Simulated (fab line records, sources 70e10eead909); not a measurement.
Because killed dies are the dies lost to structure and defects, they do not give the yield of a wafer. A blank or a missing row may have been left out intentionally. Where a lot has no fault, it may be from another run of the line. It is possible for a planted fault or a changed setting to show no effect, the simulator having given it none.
Chamber matching	flow nand harc	NHARC_A_CHANNEL_FILL_D2_ALD_25 on ald hk-02 has 4 sister chambers
The step deposits SiOx, target thk 60 nm, pulse time 10 s, ald cycles 600. 8 wafers are shown with their chamber, then 11 later ones without.

## EACH WAFER AND ITS CHAMBER
wafer	chamber	heater power w (W)	precursor pulse height rel
L079.5	0	514	1.019
L081.5	3	385	0.961
L083.4	2	433	1.000
L083.5	1	471	1.000
L084.4	2	443	0.971
L084.2	3	383	0.970
L084.1	1	476	0.991
L084.3	0	517	1.027

## WAFERS WHOSE CHAMBER IS MISSING
wafer	heater power w (W)	precursor pulse height rel
L084.5	440	0.978
L084.6	387	0.987
L086.1	381	1.041
L086.4	510	0.992
L086.5	447	1.011
L090.1	445	1.023
L090.4	459	1.010
L090.5	440	0.986
L094.1	491	1.015
L094.2	441	1.007
L094.3	375	1.008

## EACH ONE'S CHAMBER
wafer	from the rows above	in truth
L084.5	2	2
L084.6	3	3
L086.1	3	3
L086.4	0	0
L086.5	2	2
L090.1	2	2
L090.4	can't be placed: 1 or 2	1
L090.5	2	2
L094.1	can't be placed: 1 or 0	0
L094.2	2	2
L094.3	3	3
9 of 11 placed correctly. Not placeable from these rows: 2 (in 2, the candidates include the true chamber). Number placed wrongly: 0.
How it was worked out, from the rows above alone: a wafer's distance from a chamber is the root of the sum, over the readings, of the square of ((its reading less the chamber's mean) divided by the reading's scatter). If the next closest chamber is less than 2 further off than the closest, the wafer can't be placed; otherwise it belongs to the closest. The mean given for a chamber averages the wafers shown for that chamber. How the scatter is found: for the shown wafers, subtract from each reading the mean of its chamber, square and add these, divide the total by (wafers less chambers), then take the root.
